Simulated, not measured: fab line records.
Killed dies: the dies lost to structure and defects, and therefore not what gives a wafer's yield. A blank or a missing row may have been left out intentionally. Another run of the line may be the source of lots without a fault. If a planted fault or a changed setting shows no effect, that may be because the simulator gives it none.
Chamber matching    flow n5_finfet    N5_BEOL_M2_DESCUM_33 on rie_diel-01 has 4 sister chambers
The step chemistry O2, time 7 s. 4 wafers are shown with their chamber, then 11 later ones without.

WAFERS PAIRED WITH THEIR CHAMBERS
wafer   chamber  drypump_motor_current_A (A)
L090.6  1        4.7
L093.3  2        6.3
L093.6  0        4.9
L094.1  3        4.9

WAFERS WHOSE CHAMBER IS MISSING
wafer   drypump_motor_current_A (A)
L094.3  6.3
L094.5  4.9
L096.3  4.8
L096.5  4.7
L096.6  6.3
L095.3  4.9
L095.4  4.9
L095.5  4.9
L097.1  4.9
L097.2  4.7
L097.6  4.7

WHICH CHAMBER EACH WENT THROUGH
wafer   from the rows above           in truth
L094.3  2                             2
L094.5  can't be placed: 0 or 3       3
L096.3  can't be placed: 1 or 0 or 3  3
L096.5  1                             1
L096.6  2                             2
L095.3  can't be placed: 0 or 3       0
L095.4  can't be placed: 0 or 3       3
L095.5  can't be placed: 0 or 3       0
L097.1  can't be placed: 0 or 3       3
L097.2  1                             1
L097.6  1                             1
Placed correctly: 5 of 11. Unplaceable from these rows: 6, with the true chamber sitting among the candidates in 6. 0 placed wrongly.
How it was worked out, from the rows above alone: a wafer's distance from a chamber is the root of the sum, over the readings, of the square of ((its reading less the chamber's mean) divided by the reading's scatter). The wafer belongs to the nearest chamber; if the next one is less than 2 further off, it can't be placed. A chamber's mean is the mean of its shown wafers. The scatter: with one shown wafer a chamber, the root of the mean of the squares of how far each hidden wafer lies from its nearest shown one.
